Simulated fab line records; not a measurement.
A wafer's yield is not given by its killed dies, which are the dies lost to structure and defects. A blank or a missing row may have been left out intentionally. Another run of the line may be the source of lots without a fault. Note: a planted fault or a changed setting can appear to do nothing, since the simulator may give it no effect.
Chamber matching | flow n5-finfet | rie-diel-05 running N5_FIN_SAQP_ETCH_34: 4 sister chambers
The step etches SiO2 in C4F6/O2, target depth 45 nm, time 15 s. 14 wafers are shown with their chamber, then 7 later ones without.

EACH WAFER AND ITS CHAMBER
wafer  | chamber | rf-vpp-V (V) | showerhead-plenum-p-Torr (Torr) | throttle-valve-pct (%)
L074.1 | 3       | 689          | 2.93                            | 20.99
L074.3 | 2       | 661          | 2.78                            | 20.62
L074.5 | 1       | 656          | 2.81                            | 21.35
L076.1 | 1       | 654          | 2.81                            | 21.36
L076.2 | 2       | 660          | 2.78                            | 20.63
L076.3 | 3       | 689          | 2.93                            | 21.00
L081.1 | 1       | 654          | 2.81                            | 21.36
L081.3 | 0       | 681          | 2.94                            | 20.66
L081.6 | 1       | 655          | 2.81                            | 21.35
L083.3 | 2       | 660          | 2.77                            | 20.66
L083.4 | 1       | 652          | 2.81                            | 21.37
L083.6 | 1       | 655          | 2.81                            | 21.36
L087.1 | 2       | 660          | 2.77                            | 20.66
L087.3 | 0       | 681          | 2.93                            | 20.69

SIGNATURES (means of the wafers above)
reading                  | chamber 0 | chamber 1 | chamber 2 | chamber 3 | scatter within a chamber
rf-vpp-V                 | 681.00    | 654.33    | 660.25    | 689.00    | 1
showerhead-plenum-p-Torr | 2.9350    | 2.8100    | 2.7750    | 2.9300    | 0.00387
throttle-valve-pct       | 20.6750   | 21.3583   | 20.6425   | 20.9950   | 0.0143
Rule: for a wafer and a chamber, the distance is found by dividing, reading by reading, the gap between the wafer's reading and the chamber's mean by the reading's scatter, squaring, summing and taking the root. If the next closest chamber is less than 2 further off than the closest, the wafer can't be placed; otherwise it belongs to the closest. The scatter: the root of (the sum of the squares of (reading less its chamber's mean) over the shown wafers, divided by (wafers less chambers)).

WAFERS WITH NO CHAMBER GIVEN
wafer  | rf-vpp-V (V) | showerhead-plenum-p-Torr (Torr) | throttle-valve-pct (%)
L087.5 | 688          | 2.92                            | 21.02
L088.1 | 661          | 2.77                            | 20.66
L088.2 | 690          | 2.92                            | 21.04
L088.4 | 689          | 2.92                            | 21.03
L096.1 | 682          | 2.92                            | 20.69
L096.5 | 688          | 2.91                            | 21.06
L096.6 | 683          | 2.92                            | 20.72

WHICH CHAMBER EACH ONE RAN IN
wafer  | from the rows above | in truth
L087.5 | 3                   | 3
L088.1 | 2                   | 2
L088.2 | 3                   | 3
L088.4 | 3                   | 3
L096.1 | 0                   | 0
L096.5 | 3                   | 3
L096.6 | 0                   | 0
7 of 7 placed correctly. Not placeable from these rows: 0. Wrongly placed: 0.
